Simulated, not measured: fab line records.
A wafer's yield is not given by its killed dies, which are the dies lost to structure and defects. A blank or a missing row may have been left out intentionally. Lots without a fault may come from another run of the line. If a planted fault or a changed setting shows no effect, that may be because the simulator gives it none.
fab line records	flow nandHarc
record: lots: 24	wafers: 72	lastDay: 33
route steps=1302 shown A_ONON_D1@439 A_CHANNEL_HOLE_D1@466 A_CHANNEL_FILL_D1@493 A_CHANNEL_HOLE_D2@588
lots with no fault: from the same line, run without faults
startH: hours from the record's first day to the start of the lot's first wafer shown	waitH: hours since the lot's step before	" same as the row above	L1.1+2: a row that stands for several wafers	- either no value or no given start	* or withheld: withheld	< > ~ a bound
route shown NAME@n: a module of which the file shows steps, and the number in the route of the first	usual: average and standard deviation across the fault-free wafers	same: alike in all rows	chamber/n: place in a boat	sites: per-site readings	_std_site: the standard deviation of these	_edge_site: inner sites' mean taken away from outer sites' mean	radiusMm: for every site, how far away it sits from the centre of the wafer	mask NAME#n: copy n	behind: tool/chamber where the wafer was last shaped	hold: what put the lot on hold/how long, in hours/how the hold closed	device: the transistor (n, p or np) that didn't switch	end of line: tests of these same wafers at the route's end	a step given without rows: its recipe and nothing more	killed: dies that structure and defects cost at the first sort, which is not the same as the wafer's yield	map: dies across one wafer; x = killed, . = not, _ = none there
set.NAME: the setting the step ran with; set.NAME@STEP: the setting that earlier step ran with	model.NAME: the simulator's own value behind a step, which no gauge read
steps of the route over a sample of lots; a table a step, a row a wafer
services: when a tool's chamber went out of use (startH, in hours from the record's first day, below 0 if earlier), for how many hours, and the reason
== steps ==
step: NHARC_A_ONON_D1_THK_MEAS_21
recipe: thkMeasGauge: ellipsometry
usual: thkNm: 997/11
lot.wafer	tool	chamber	startH	waitH	thkNm
L074.3	filmMetro-01	-	179.65	-	985
L074.4	"	-	"	"	984
L074.5	"	-	"	"	984
L075.3	filmMetro-02	-	179.66	-	1002
L075.4	"	-	"	"	1001
L075.6	"	-	"	"	1001
L076.1	filmMetro-01	-	191.17	-	986
L076.2	"	-	"	"	985
L076.5	"	-	"	"	986
L077.2	filmMetro-01	-	205.11	-	989
L077.3	"	-	"	"	991
L077.4	"	-	"	"	992
L078.1	filmMetro-02	-	214.72	-	995
L078.3	"	-	"	"	994
L078.6	"	-	"	"	995
L079.1	filmMetro-02	-	232.81	-	975
L079.3	"	-	"	"	975
L079.4	"	-	"	"	976
L080.1	filmMetro-02	-	239.04	-	1020
L080.2	"	-	"	"	1019
L080.4	"	-	"	"	1020
L081.2	filmMetro-02	-	246.61	-	999
L081.3	"	-	"	"	996
L081.6	"	-	"	"	997
L082.2	filmMetro-01	-	260.00	-	1020
L082.3	"	-	"	"	1020
L082.5	"	-	"	"	1018
L083.3	filmMetro-02	-	260.00	-	1010
L083.4	"	-	"	"	1008
L083.6	"	-	"	"	1012
L084.2	filmMetro-02	-	274.34	-	988
L084.3	"	-	"	"	988
L084.5	"	-	"	"	987
L085.2	filmMetro-02	-	285.27	-	1007
L085.5	"	-	"	"	1007
L085.6	"	-	"	"	1006
L087.1	filmMetro-01	-	295.05	-	996
L087.4	"	-	"	"	997
L087.5	"	-	"	"	997
L086.1	filmMetro-02	-	295.06	-	997
L086.2	"	-	"	"	998
L086.6	"	-	"	"	997
L089.4	filmMetro-02	-	320.75	-	991
L089.5	"	-	"	"	991
L089.6	"	-	"	"	992
L088.2	filmMetro-01	-	320.75	-	994
L088.3	"	-	"	"	993
L088.6	"	-	"	"	994
L090.1	filmMetro-01	-	341.49	-	995
L090.3	"	-	"	"	997
L090.5	"	-	"	"	996
L091.1	filmMetro-02	-	346.03	-	1011
L091.5	"	-	"	"	1010
L091.6	"	-	"	"	1012
L092.2	filmMetro-01	-	353.99	-	978
L092.5	"	-	"	"	981
L092.6	"	-	"	"	980
L093.1	filmMetro-01	-	363.86	-	989
L093.2	"	-	"	"	988
L093.5	"	-	"	"	989
L095.1	filmMetro-01	-	380.18	-	999
L095.2	"	-	"	"	997
L095.4	"	-	"	"	999
L094.2	filmMetro-01	-	380.22	-	1015
L094.5	"	-	"	"	1011
L094.6	"	-	"	"	1014
L096.2	filmMetro-02	-	393.67	-	996
L096.4	"	-	"	"	997
L096.6	"	-	"	"	996
L097.3	filmMetro-01	-	397.58	-	1001
L097.4	"	-	"	"	1001
L097.5	"	-	"	"	1002
step: NHARC_A_ONON_D1_THK_MEAS_30
recipe: thkMeasGauge: ellipsometry
usual: thkNm: 1003/7.9
lot.wafer	tool	chamber	startH	waitH	thkNm
L074.3	filmMetro-01	-	181.36	-	1014
L074.4	"	-	"	"	1013
L074.5	"	-	"	"	1014
L075.3	filmMetro-02	-	181.37	-	996
L075.4	"	-	"	"	996
L075.6	"	-	"	"	997
L076.1	filmMetro-02	-	192.88	-	1012
L076.2	"	-	"	"	1013
L076.5	"	-	"	"	1014
L077.2	filmMetro-01	-	206.82	-	1016
L077.3	"	-	"	"	1014
L077.4	"	-	"	"	1016
L078.1	filmMetro-01	-	216.43	-	999
L078.3	"	-	"	"	998
L078.6	"	-	"	"	999
L079.1	filmMetro-02	-	234.49	-	1008
L079.3	"	-	"	"	1006
L079.4	"	-	"	"	1008
L080.1	filmMetro-02	-	240.74	-	1003
L080.2	"	-	"	"	1003
L080.4	"	-	"	"	1001
L081.2	filmMetro-01	-	248.30	-	1005
L081.3	"	-	"	"	1008
L081.6	"	-	"	"	1007
L083.3	filmMetro-01	-	261.70	-	1006
L083.4	"	-	"	"	1005
L083.6	"	-	"	"	1008
L082.2	filmMetro-02	-	261.70	-	1014
L082.3	"	-	"	"	1013
L082.5	"	-	"	"	1015
L084.2	filmMetro-02	-	276.03	-	993
L084.3	"	-	"	"	993
L084.5	"	-	"	"	994
L085.2	filmMetro-02	-	286.97	-	1004
L085.5	"	-	"	"	1003
L085.6	"	-	"	"	1005
L087.1	filmMetro-01	-	296.74	-	1007
L087.4	"	-	"	"	1005
L087.5	"	-	"	"	1007
L086.1	filmMetro-02	-	296.76	-	1009
L086.2	"	-	"	"	1009
L086.6	"	-	"	"	1008
L089.4	filmMetro-01	-	322.44	-	1000
L089.5	"	-	"	"	999
L089.6	"	-	"	"	1000
L088.2	filmMetro-02	-	322.44	-	997
L088.3	"	-	"	"	997
L088.6	"	-	"	"	996
L090.1	filmMetro-01	-	343.19	-	1007
L090.3	"	-	"	"	1007
L090.5	"	-	"	"	1010
L091.1	filmMetro-01	-	347.73	-	1001
L091.5	"	-	"	"	999
L091.6	"	-	"	"	999
L092.2	filmMetro-02	-	355.69	-	998
L092.5	"	-	"	"	997
L092.6	"	-	"	"	998
L093.1	filmMetro-01	-	365.59	-	1003
L093.2	"	-	"	"	1003
L093.5	"	-	"	"	1004
L095.1	filmMetro-01	-	381.88	-	995
L095.2	"	-	"	"	995
L095.4	"	-	"	"	996
L094.2	filmMetro-01	-	381.93	-	992
L094.5	"	-	"	"	992
L094.6	"	-	"	"	992
L096.2	filmMetro-01	-	395.37	-	1009
L096.4	"	-	"	"	1007
L096.6	"	-	"	"	1007
L097.3	filmMetro-01	-	399.31	-	980
L097.4	"	-	"	"	981
L097.5	"	-	"	"	980
step: NHARC_A_CHANNEL_HOLE_D1_ETCH_38
recipe: targetDepthA: 390	overEtchFrac: 0.3	timeS: 65	ionEnergyEv: 80	cf4FlowSccm: 150	arFlowSccm: 0	rfW: 300	biasW: 100	chemistry: CF4
usual: drypumpMotorCurrentA: 6.1/0.43	oesProductAu: 0.999/0.011	rfVppV: 151.1/1.3	showerheadPlenumPTorr: 1.77/0.082	throttleValvePct: 13.284/0.0094
lot.wafer	tool	chamber	startH	waitH	drypumpMotorCurrentA	oesProductAu	rfHoursCounterH	rfVppV	showerheadPlenumPTorr	throttleValvePct
L074.3	rieDiel-01	0	185.01	0.1	4.7	1.009	56	150.8	1.79	13.279
L074.4	"	2	"	"	5.8	0.989	49	151.2	1.64	13.291
L074.5	"	1	"	"	6.1	0.991	-	152.6	1.76	13.277
L075.3	rieDiel-11	0	185.76	0.1	6.6	0.983	7	151.4	1.71	13.284
L075.4	"	1	"	"	5.8	0.991	8	148.0	1.67	13.288
L075.6	"	2	"	"	6.4	0.997	-	152.4	1.80	13.289
L076.2	rieDiel-11	1	202.77	0.1	5.8	0.972	8	152.4	1.67	13.285
L076.1	"	2	"	"	6.4	1.004	8	152.1	1.80	13.288
L076.5	"	2	"	"	6.4	1.011	-	152.0	1.80	13.282
L077.4	rieDiel-11	2	211.12	0.1	6.3	1.004	9	152.1	1.80	13.287
L077.3	"	3	"	"	5.6	0.998	8	153.2	1.89	13.289
L077.2	"	1	"	"	5.8	0.995	9	149.7	1.67	13.274
L078.3	rieDiel-11	0	220.62	0.1	6.6	0.987	10	149.8	1.71	13.282
L078.1	"	1	"	"	5.8	0.985	10	149.4	1.67	13.290
L078.6	"	2	"	"	6.4	1.004	-	149.6	1.80	13.299
L079.1	rieDiel-11	1	238.55	0.1	5.8	0.997	11	150.2	1.66	13.273
L079.4	"	3	"	"	5.6	1.001	11	153.8	1.88	13.280
L079.3	"	0	"	"	6.6	0.982	11	151.2	1.71	13.276
L080.1	rieDiel-02	1	244.26	0.1	6.2	1.005	6	151.6	1.79	13.278
L080.2	"	2	"	"	6.1	1.022	6	149.5	1.69	13.291
L080.4	"	0	"	"	6.1	0.998	4	150.4	1.74	13.298
L081.2	rieDiel-11	0	251.92	0.1	6.6	0.989	12	151.5	1.71	13.291
L081.3	"	1	"	"	5.8	0.985	12	150.4	1.66	13.281
L081.6	"	3	"	"	5.7	0.998	-	151.4	1.88	13.263
L083.3	rieDiel-11	2	265.88	0.1	6.4	0.995	0	151.3	1.80	13.265
L083.4	"	0	"	"	6.6	0.994	0	149.7	1.71	13.291
L083.6	"	2	"	"	6.4	0.992	-	151.3	1.80	13.274
L082.2	rieDiel-11	1	267.80	0.1	5.8	1.015	0	148.6	1.66	13.275
L082.3	"	3	"	"	5.7	1.008	1	151.5	1.88	13.287
L082.5	"	1	"	"	5.8	1.006	-	149.9	1.66	13.294
L084.3	rieDiel-11	1	281.24	0.1	5.8	1.001	2	148.1	1.66	13.283
L084.2	"	0	"	"	6.6	0.983	2	151.7	1.71	13.289
L084.5	"	2	"	"	6.4	0.983	-	151.2	1.80	13.281
L085.2	rieDiel-11	2	290.56	0.1	6.4	0.987	3	150.5	1.80	13.269
L085.5	"	2	"	"	6.4	0.991	-	152.6	1.80	13.282
L085.6	"	3	"	"	5.6	1.013	-	153.3	1.88	13.291
L087.1	rieDiel-11	0	302.70	0.1	6.6	0.994	4	150.2	1.71	13.288
L087.4	"	2	"	"	6.4	0.994	-	152.5	1.80	13.286
L087.5	"	0	"	"	6.6	0.984	-	151.2	1.70	13.276
L086.2	rieDiel-11	1	304.30	0.1	5.8	1.009	5	150.7	1.66	13.275
L086.1	"	2	"	"	6.4	0.999	5	150.9	1.80	13.280
L086.6	"	2	"	"	6.4	0.983	-	151.0	1.80	13.282
L089.4	rieDiel-01	2	325.98	0.1	5.9	0.988	40	152.9	1.90	13.278
L089.5	"	3	"	"	5.6	1.020	-	155.1	1.89	13.285
L089.6	"	0	"	"	4.7	0.990	-	151.4	1.78	13.270
L088.2	rieDiel-11	1	326.53	0.1	5.8	0.997	6	150.3	1.66	13.285
L088.3	"	2	"	"	6.4	1.002	6	151.5	1.80	13.299
L088.6	"	3	"	"	5.6	1.010	-	151.8	1.88	13.294
L090.3	rieDiel-11	2	346.61	0.1	6.4	1.000	8	152.0	1.79	13.292
L090.1	"	0	"	"	6.7	1.003	8	151.1	1.70	13.291
L090.5	"	1	"	"	5.8	0.997	-	149.9	1.66	13.284
L091.1	rieDiel-11	2	351.95	0.1	6.4	0.994	9	151.4	1.79	13.294
L091.5	"	2	"	"	6.4	0.999	-	150.2	1.79	13.284
L091.6	"	3	"	"	5.6	1.016	-	152.7	1.88	13.277
L092.2	rieDiel-11	2	361.58	0.1	6.4	1.001	10	152.2	1.79	13.281
L092.5	"	2	"	"	6.4	0.998	-	151.3	1.79	13.293
L092.6	"	3	"	"	5.7	1.012	-	153.6	1.88	13.294
L093.1	rieDiel-11	2	369.13	0.1	6.4	0.995	10	152.6	1.79	13.299
L093.2	"	3	"	"	5.7	1.003	9	152.4	1.88	13.296
L093.5	"	1	"	"	5.8	0.998	-	149.2	1.66	13.276
L095.1	rieDiel-11	2	385.48	0.1	6.3	0.994	11	151.9	1.79	13.293
L095.2	"	3	"	"	5.6	1.001	10	151.9	1.88	13.278
L095.4	"	2	"	"	6.3	0.993	-	150.9	1.79	13.283
L094.2	rieDiel-11	3	387.10	0.1	5.6	1.011	10	153.1	1.88	13.258
L094.5	"	1	"	"	5.8	1.000	-	150.6	1.66	13.292
L094.6	"	2	"	"	6.4	1.011	-	152.9	1.79	13.279
L096.2	rieDiel-11	1	399.27	0.1	5.8	1.002	13	149.4	1.66	13.294
L096.4	"	3	"	"	5.7	1.013	11	153.0	1.88	13.274
L096.6	"	1	"	"	5.8	0.999	-	149.4	1.66	13.281
L097.3	rieDiel-02	1	402.91	0.1	6.2	1.011	0	150.0	1.77	13.290
L097.4	"	3	"	"	5.5	0.980	0	152.4	1.89	13.286
L097.5	"	1	"	"	6.2	1.016	-	149.8	1.77	13.290
step: NHARC_A_CHANNEL_HOLE_D1_ETCH_39
recipe: targetDepthA: 2600	overEtchFrac: 0.3	timeS: 325	ionEnergyEv: 200	n2FlowSccm: 150	h2FlowSccm: 150	arFlowSccm: 0	rfW: 400	biasW: 150	chemistry: N2/H2
usual: drypumpMotorCurrentA: 6.1/0.44	oesProductAu: 0.998/0.011	rfVppV: 430/3	showerheadPlenumPTorr: 2.03/0.11	throttleValvePct: 14.171/0.0097
lot.wafer	tool	chamber	startH	waitH	drypumpMotorCurrentA	oesProductAu	rfHoursCounterH	rfVppV	showerheadPlenumPTorr	throttleValvePct
L074.3	rieDiel-01	0	-	-	4.8	1.014	56	432	2.06	14.183
L074.4	"	1	"	"	6.1	1.008	51	430	2.03	14.168
L074.5	"	0	"	"	4.8	1.003	-	430	2.06	14.174
L075.3	rieDiel-11	2	-	-	6.4	1.016	7	430	2.08	14.159
L075.4	"	3	"	"	5.7	0.994	7	435	2.19	14.155
L075.6	"	1	"	"	5.8	0.975	-	426	1.91	14.171
L076.2	rieDiel-11	2	-	-	6.4	1.010	8	433	2.08	14.192
L076.1	"	1	"	"	5.8	0.971	9	426	1.91	14.174
L076.5	"	0	"	"	6.6	0.989	-	429	1.96	14.183
L077.2	rieDiel-11	3	-	-	5.7	0.997	8	436	2.19	14.160
L077.3	"	0	"	"	6.6	0.999	9	426	1.96	14.173
L077.4	"	1	"	"	5.8	0.980	9	426	1.91	14.175
L078.1	rieDiel-11	3	-	-	5.7	0.984	10	435	2.19	14.172
L078.3	"	0	"	"	6.6	0.988	10	428	1.96	14.165
L078.6	"	0	"	"	6.6	0.972	-	428	1.96	14.163
L079.4	rieDiel-11	1	-	-	5.8	0.984	11	428	1.91	14.159
L079.1	"	3	"	"	5.7	0.998	11	434	2.19	14.179
L079.3	"	0	"	"	6.6	0.982	11	428	1.96	14.168
L080.4	rieDiel-02	2	-	-	6.1	1.008	6	428	1.93	14.187
L080.1	"	3	"	"	5.5	1.000	4	435	2.22	14.157
L080.2	"	1	"	"	6.2	1.001	6	431	2.06	14.181
L081.2	rieDiel-11	2	-	-	6.4	1.001	12	431	2.08	14.183
L081.3	"	1	"	"	5.8	0.991	12	428	1.91	14.187
L081.6	"	2	"	"	6.4	0.998	-	431	2.08	14.160
L083.4	rieDiel-11	3	-	-	5.7	1.003	0	435	2.19	14.173
L083.3	"	0	"	"	6.6	0.994	0	428	1.96	14.167
L083.6	"	2	"	"	6.4	0.989	-	432	2.08	14.170
L082.2	rieDiel-11	1	-	-	5.8	1.002	0	428	1.91	14.173
L082.3	"	0	"	"	6.6	0.984	0	428	1.96	14.172
L082.5	"	1	"	"	5.8	1.004	-	427	1.91	14.175
L084.2	rieDiel-11	1	-	-	5.8	1.006	2	426	1.91	14.179
L084.3	"	2	"	"	6.4	0.997	2	432	2.08	14.166
L084.5	"	0	"	"	6.6	0.990	-	428	1.96	14.187
L085.2	rieDiel-11	1	-	-	5.8	1.003	2	426	1.91	14.174
L085.6	"	1	"	"	5.8	1.012	-	427	1.91	14.174
L085.5	"	2	"	"	6.4	0.996	-	432	2.08	14.153
L087.1	rieDiel-11	0	-	-	6.6	0.985	4	429	1.96	14.178
L087.5	"	1	"	"	5.8	1.004	-	427	1.91	14.163
L087.4	"	2	"	"	6.4	0.979	-	430	2.08	14.182
L086.1	rieDiel-11	2	-	-	6.4	0.987	5	431	2.07	14.171
L086.2	"	1	"	"	5.8	1.005	5	428	1.91	14.169
L086.6	"	1	"	"	5.8	0.998	-	427	1.91	14.174
L089.4	rieDiel-01	1	-	-	6.1	1.010	36	429	2.01	14.180
L089.5	"	0	"	"	4.8	0.995	-	432	2.05	14.155
L089.6	"	1	"	"	6.1	1.001	-	430	2.01	14.147
L088.3	rieDiel-11	3	-	-	5.6	1.019	5	435	2.19	14.160
L088.2	"	0	"	"	6.6	0.991	6	429	1.96	14.171
L088.6	"	3	"	"	5.6	1.017	-	435	2.19	14.163
L090.1	rieDiel-11	3	-	-	5.7	1.014	6	433	2.19	14.164
L090.3	"	2	"	"	6.4	0.996	8	433	2.07	14.179
L090.5	"	3	"	"	5.7	1.008	-	435	2.19	14.162
L091.1	rieDiel-11	3	-	-	5.7	1.020	7	434	2.18	14.175
L091.5	"	0	"	"	6.6	0.985	-	428	1.96	14.168
L091.6	"	1	"	"	5.8	1.007	-	426	1.90	14.162
L092.2	rieDiel-11	0	-	-	6.6	0.993	9	428	1.96	14.175
L092.5	"	2	"	"	6.4	0.997	-	432	2.07	14.158
L092.6	"	3	"	"	5.7	1.010	-	435	2.18	14.168
L093.1	rieDiel-11	3	-	-	5.7	1.006	9	436	2.18	14.202
L093.2	"	0	"	"	6.6	0.988	10	428	1.96	14.167
L093.5	"	1	"	"	5.8	1.011	-	426	1.90	14.180
L095.1	rieDiel-11	2	-	-	6.4	0.995	12	431	2.07	14.194
L095.2	"	1	"	"	5.8	0.999	11	426	1.90	14.173
L095.4	"	2	"	"	6.4	0.991	-	431	2.07	14.160
L094.2	rieDiel-11	2	-	-	6.4	0.997	12	432	2.07	14.170
L094.6	"	3	"	"	5.6	1.011	-	435	2.18	14.180
L094.5	"	0	"	"	6.6	0.997	-	429	1.96	14.179
L096.4	rieDiel-11	2	-	-	6.4	0.982	13	432	2.07	14.176
L096.2	"	3	"	"	5.7	0.999	11	433	2.18	14.177
L096.6	"	3	"	"	5.7	1.010	-	434	2.18	14.168
L097.3	rieDiel-02	3	-	-	5.6	0.995	0	435	2.20	14.171
L097.4	"	2	"	"	6.2	1.016	0	427	1.92	14.169
L097.5	"	3	"	"	5.5	0.989	-	434	2.20	14.175
step: NHARC_A_CHANNEL_FILL_D1_ALD_03
recipe: targetThkA: 60	pulseTimeS: 60	aldCycles: 58	tempC: 630	pressureTorr: 2	material: SiNx
usual: precursorPulseHeightRel: 0.999/0.022
lot.wafer	tool	chamber	startH	waitH	precursorPulseHeightRel
L074.3	aldSinBatch-02	0	-	-	0.973
L074.4	"	0	"	"	0.994
L074.5	"	0	"	"	0.982
L075.3	aldSinBatch-02	0	-	-	1.039
L075.4	"	0	"	"	1.005
L075.6	"	0	"	"	0.976
L076.1	aldSinBatch-03	0	-	-	0.986
L076.2	"	0	"	"	1.006
L076.5	"	0	"	"	0.978
L077.2	aldSinBatch-02	0	-	-	0.988
L077.3	"	0	"	"	0.973
L077.4	"	0	"	"	1.069
L078.1	aldSinBatch-01	0	-	-	0.959
L078.3	"	0	"	"	1.016
L078.6	"	0	"	"	1.000
L079.1	aldSinBatch-02	0	-	-	0.980
L079.3	"	0	"	"	0.979
L079.4	"	0	"	"	1.012
L080.1	aldSinBatch-01	0	-	-	1.000
L080.2	"	0	"	"	1.002
L080.4	"	0	"	"	0.989
L081.2	aldSinBatch-03	0	-	-	1.044
L081.3	"	0	"	"	1.022
L081.6	"	0	"	"	0.979
L083.3	aldSinBatch-03	0	-	-	0.980
L083.4	"	0	"	"	0.998
L083.6	"	0	"	"	0.981
L082.2	aldSinBatch-01	0	-	-	1.023
L082.3	"	0	"	"	1.002
L082.5	"	0	"	"	0.993
L084.2	aldSinBatch-01	0	-	-	1.001
L084.3	"	0	"	"	1.003
L084.5	"	0	"	"	1.035
L085.2	aldSinBatch-03	0	-	-	1.002
L085.5	"	0	"	"	0.986
L085.6	"	0	"	"	1.061
L086.1	aldSinBatch-01	0	-	-	0.998
L086.2	"	0	"	"	1.014
L086.6	"	0	"	"	0.963
L087.1	aldSinBatch-01	0	-	-	0.985
L087.4	"	0	"	"	1.014
L087.5	"	0	"	"	0.990
L088.2	aldSinBatch-01	0	-	-	1.020
L088.3	"	0	"	"	0.990
L088.6	"	0	"	"	1.019
L089.4	aldSinBatch-01	0	-	-	1.016
L089.5	"	0	"	"	0.999
L089.6	"	0	"	"	0.986
L090.1	aldSinBatch-02	0	-	-	0.982
L090.3	"	0	"	"	0.980
L090.5	"	0	"	"	1.013
L091.1	aldSinBatch-02	0	-	-	1.014
L091.5	"	0	"	"	0.977
L091.6	"	0	"	"	1.007
L092.2	aldSinBatch-02	0	-	-	0.956
L092.5	"	0	"	"	0.998
L092.6	"	0	"	"	1.020
L093.1	aldSinBatch-01	0	-	-	0.968
L093.2	"	0	"	"	1.007
L093.5	"	0	"	"	1.004
L094.2	aldSinBatch-01	0	-	-	1.030
L094.5	"	0	"	"	0.996
L094.6	"	0	"	"	0.973
L095.1	aldSinBatch-01	0	-	-	1.003
L095.2	"	0	"	"	1.015
L095.4	"	0	"	"	0.987
L096.2	aldSinBatch-02	0	-	-	0.981
L096.4	"	0	"	"	0.998
L096.6	"	0	"	"	0.988
L097.3	aldSinBatch-02	0	-	-	1.015
L097.4	"	0	"	"	0.973
L097.5	"	0	"	"	1.039
step: NHARC_A_CHANNEL_HOLE_D2_ETCH_34
recipe: targetDepthA: 1540	timeS: 77	cf4FlowSccm: 100	chf3FlowSccm: 30	arFlowSccm: 0	rfW: 500	biasW: 200	chemistry: CF4/CHF3
usual: drypumpMotorCurrentA: 5.8/0.35	oesProductAu: 0.957/0.018	rfVppV: 370.6/2.5	showerheadPlenumPTorr: 1.57/0.071	throttleValvePct: 16.801/0.0095
lot.wafer	tool	chamber	startH	waitH	drypumpMotorCurrentA	oesProductAu	rfHoursCounterH	rfVppV	showerheadPlenumPTorr	throttleValvePct
L074.3	rieDiel-13	2	-	-	5.9	0.935	7	368.8	1.53	16.812
L074.4	"	1	"	"	6.0	0.945	7	373.2	1.67	16.826
L074.5	"	3	"	"	5.7	0.923	-	370.0	1.57	16.810
L075.4	rieDiel-08	2	-	-	5.2	0.971	7	370.9	1.58	16.804
L075.3	"	0	"	"	6.1	0.969	6	373.8	1.66	16.805
L075.6	"	2	"	"	5.2	0.980	-	371.1	1.58	16.787
L076.1	rieDiel-07	0	-	-	5.5	0.956	1	372.7	1.67	16.812
L076.2	"	1	"	"	5.5	0.973	1	369.8	1.52	16.820
L076.5	"	1	"	"	5.5	0.978	-	368.7	1.52	16.808
L078.3	rieDiel-08	3	-	-	5.6	0.982	10	367.6	1.49	16.808
L078.1	"	0	"	"	6.1	0.964	9	374.0	1.65	16.816
L078.6	"	1	"	"	5.7	0.962	-	368.8	1.52	16.799
L077.4	rieDiel-07	2	-	-	5.5	0.944	2	365.9	1.47	16.805
L077.3	"	3	"	"	6.1	0.927	2	372.2	1.68	16.811
L077.2	"	1	"	"	5.5	0.941	1	368.6	1.52	16.793
L079.3	rieDiel-07	2	-	-	5.5	0.964	3	368.2	1.47	16.809
L079.4	"	3	"	"	6.1	0.953	4	373.0	1.68	16.790
L079.1	"	0	"	"	5.5	0.961	3	373.2	1.67	16.799
L080.1	rieDiel-07	1	-	-	5.5	0.966	3	368.7	1.52	16.801
L080.4	"	2	"	"	5.5	0.974	4	368.1	1.47	16.825
L080.2	"	3	"	"	6.1	0.952	4	373.6	1.68	16.800
L081.2	rieDiel-13	3	-	-	5.7	0.966	1	369.5	1.56	16.800
L081.3	"	2	"	"	5.9	0.972	1	368.8	1.53	16.804
L081.6	"	0	"	"	6.5	0.990	-	371.4	1.64	16.802
L083.4	rieDiel-08	2	-	-	5.2	0.966	0	370.7	1.58	16.793
L083.3	"	0	"	"	6.0	0.959	0	374.5	1.65	16.790
L083.6	"	2	"	"	5.2	0.970	-	370.1	1.58	16.813
L082.2	rieDiel-13	2	-	-	5.9	0.933	3	370.1	1.53	16.795
L082.3	"	3	"	"	5.7	0.922	2	370.1	1.56	16.808
L082.5	"	2	"	"	5.9	0.936	-	369.9	1.53	16.793
L084.2	rieDiel-07	3	-	-	6.1	0.952	6	373.1	1.68	16.813
L084.3	"	0	"	"	5.5	0.960	6	372.8	1.67	16.789
L084.5	"	2	"	"	5.5	0.976	-	367.5	1.47	16.804
L085.2	rieDiel-07	0	-	-	5.5	0.961	6	372.4	1.67	16.789
L085.5	"	1	"	"	5.5	0.959	-	369.8	1.52	16.798
L085.6	"	2	"	"	5.5	0.968	-	366.5	1.47	16.792
L087.4	rieDiel-13	2	-	-	5.9	0.973	5	368.4	1.53	16.807
L087.1	"	1	"	"	6.0	0.980	5	373.4	1.67	16.811
L087.5	"	3	"	"	5.7	0.949	-	369.7	1.56	16.799
L086.1	rieDiel-08	2	418.50	0.4	5.2	0.942	4	370.5	1.58	16.792
L086.2	"	3	"	"	5.6	0.935	4	367.5	1.49	16.798
L086.6	"	2	"	"	5.2	0.963	-	370.3	1.58	16.808
L088.3	rieDiel-13	1	-	-	5.9	0.960	6	374.1	1.67	16.808
L088.2	"	3	"	"	5.7	0.961	5	369.2	1.56	16.800
L088.6	"	0	"	"	6.5	0.954	-	371.9	1.64	16.816
L089.4	rieDiel-08	3	-	-	5.6	0.958	5	367.8	1.49	16.805
L089.6	"	2	"	"	5.2	0.984	-	369.8	1.58	16.801
L089.5	"	3	"	"	5.7	0.963	-	369.1	1.49	16.792
L091.1	rieDiel-13	0	-	-	6.5	0.940	6	373.0	1.64	16.809
L091.5	"	2	"	"	5.9	0.974	-	368.3	1.53	16.793
L091.6	"	3	"	"	5.7	0.958	-	370.7	1.56	16.807
L090.3	rieDiel-07	0	-	-	5.5	0.919	9	374.9	1.67	16.793
L090.1	"	1	"	"	5.6	0.934	9	369.9	1.52	16.809
L090.5	"	1	"	"	5.5	0.943	-	369.2	1.52	16.790
L093.2	rieDiel-08	2	-	-	5.2	0.939	7	371.7	1.58	16.781
L093.1	"	3	"	"	5.6	0.939	7	367.9	1.49	16.797
L093.5	"	2	"	"	5.2	0.946	-	370.9	1.58	16.808
L092.2	rieDiel-13	2	-	-	5.9	0.970	10	369.2	1.53	16.803
L092.5	"	2	"	"	5.9	0.982	-	369.5	1.53	16.791
L092.6	"	3	"	"	5.7	0.944	-	369.8	1.56	16.803
L095.2	rieDiel-07	1	-	-	5.5	0.969	1	367.9	1.52	16.787
L095.1	"	2	"	"	5.5	0.967	1	366.5	1.47	16.801
L095.4	"	0	"	"	5.5	0.972	1	374.2	1.67	16.804
L094.2	rieDiel-13	0	-	-	6.5	0.947	11	372.9	1.63	16.794
L094.6	"	0	"	"	6.5	0.933	-	372.3	1.63	16.794
L094.5	"	3	"	"	5.7	0.952	-	369.1	1.56	16.800
L097.4	rieDiel-08	0	-	-	6.1	0.978	9	373.4	1.65	16.804
L097.3	"	1	"	"	5.7	0.953	8	370.6	1.52	16.801
L097.5	"	0	"	"	6.0	0.988	-	373.8	1.65	16.812
L096.2	rieDiel-13	1	-	-	6.0	0.961	10	374.0	1.67	16.800
L096.4	"	2	"	"	5.9	0.953	12	368.7	1.53	16.805
L096.6	"	0	"	"	6.5	0.924	-	373.2	1.63	16.787
== services ==
tool	chamber	startH	hours	kind
rieDiel-08	2	162.08	6.1	repair
rieDiel-13	-	165.04	9.0	pm
rieDiel-13	3	184.78	24.1	repair
rieDiel-11	1	204.80	1.7	repair
rieDiel-07	-	227.28	33.0	repair
rieDiel-11	2	232.07	3.9	repair
rieDiel-11	-	255.50	9.0	pm
rieDiel-13	1	256.32	3.7	repair
aldSinBatch-02	-	266.00	26.0	pm
rieDiel-07	-	294.32	9.0	pm
rieDiel-11	3	297.73	8.3	repair
rieDiel-07	-	328.96	0.3	repair
rieDiel-13	-	342.04	9.0	pm
rieDiel-11	2	353.76	6.2	repair
rieDiel-11	0	381.66	5.1	repair
rieDiel-11	-	397.67	0.7	repair
rieDiel-07	-	421.69	0.1	repair
aldSinBatch-02	-	425.26	3.8	repair
rieDiel-11	-	432.50	9.0	pm
rieDiel-13	1	445.13	20.7	repair
rieDiel-11	3	458.87	7.3	repair
rieDiel-07	-	471.32	9.0	pm
rieDiel-13	2	505.23	4.4	repair
aldSinBatch-01	-	506.87	26.0	pm
== key ==
fault none
